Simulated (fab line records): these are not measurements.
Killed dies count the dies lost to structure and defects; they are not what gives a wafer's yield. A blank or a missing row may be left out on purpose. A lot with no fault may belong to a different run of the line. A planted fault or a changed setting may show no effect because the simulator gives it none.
Matching of chambers	flow n5Finfet	N5_BEOL_M4_PRE_CLEAN_60 on cvdCo-02: 3 sister chambers
The step time 15 s. 3 wafers are shown with their chamber, then 8 later ones without.

WAFERS, EACH WITH ITS CHAMBER
wafer	chamber	heaterPowerOuterW (W)
L880.4	0	20
L879.2	2	29
L883.1	1	13

WAFERS WITH NO CHAMBER GIVEN
wafer	heaterPowerOuterW (W)
L883.3	29
L883.5	13
L884.1	20
L884.2	13
L884.5	13
L885.1	13
L885.2	30
L885.4	20

THE CHAMBER EACH PASSED THROUGH
wafer	from the rows above	in truth
L883.3	2	2
L883.5	1	1
L884.1	0	0
L884.2	1	1
L884.5	1	1
L885.1	1	1
L885.2	2	2
L885.4	0	0
Correctly placed: 8 of 8. Can't be placed from these rows: 0. Placed wrongly: 0.
How it was worked out, from the rows above alone: a wafer's distance from a chamber is the root of the sum, over the readings, of the square of ((its reading less the chamber's mean) divided by the reading's scatter). If the next closest chamber is less than 2 further off than the closest, the wafer can't be placed; otherwise it belongs to the closest. The mean given for a chamber averages the wafers shown for that chamber. The scatter: with one shown wafer a chamber, the root of the mean of the squares of how far each hidden wafer lies from its nearest shown one.
